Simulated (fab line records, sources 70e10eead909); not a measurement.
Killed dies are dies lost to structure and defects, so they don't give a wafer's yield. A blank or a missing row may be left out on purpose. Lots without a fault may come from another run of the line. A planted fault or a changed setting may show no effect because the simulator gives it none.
Chamber matching | flow nand_harc | NHARC_A_STAIRCASE_DEP_151 on pecvd-04: 3 sister chambers
The step deposits SiO2, target thk 3800 nm. 6 wafers are shown with their chamber, then 7 later ones without.

WAFERS WITH THEIR CHAMBER
wafer  | chamber | heater_power_w (W)
L076.1 | 0       | 519
L078.1 | 0       | 463
L084.2 | 1       | 639
L084.6 | 2       | 581
L083.2 | 2       | 709
L083.3 | 1       | 694

WAFERS WITHOUT THEIR CHAMBER
wafer  | heater_power_w (W)
L083.4 | 604
L096.1 | 497
L096.5 | 595
L096.6 | 428
L097.2 | 712
L097.4 | 425
L097.5 | 570

WHICH CHAMBER EACH WENT THROUGH
wafer  | from the rows above          | in truth
L083.4 | can't be placed: 2 or 1 or 0 | 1
L096.1 | 0                            | 0
L096.5 | can't be placed: 2 or 1 or 0 | 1
L096.6 | 0                            | 0
L097.2 | can't be placed: 1 or 2      | 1
L097.4 | 0                            | 0
L097.5 | can't be placed: 2 or 0 or 1 | 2
Placed correctly: 3 of 7. Can't be placed from these rows: 4 (the true chamber is among the candidates in 4). Placed wrongly: 0.
How it was worked out, from the rows above alone: a wafer's distance from a chamber is the root of the sum, over the readings, of the square of ((its reading less the chamber's mean) divided by the reading's scatter). The wafer belongs to the nearest chamber; if the next one is less than 2 further off, it can't be placed. A chamber's mean is the mean of its shown wafers. The scatter: the root of (the sum of the squares of (reading less its chamber's mean) over the shown wafers, divided by (wafers less chambers)).
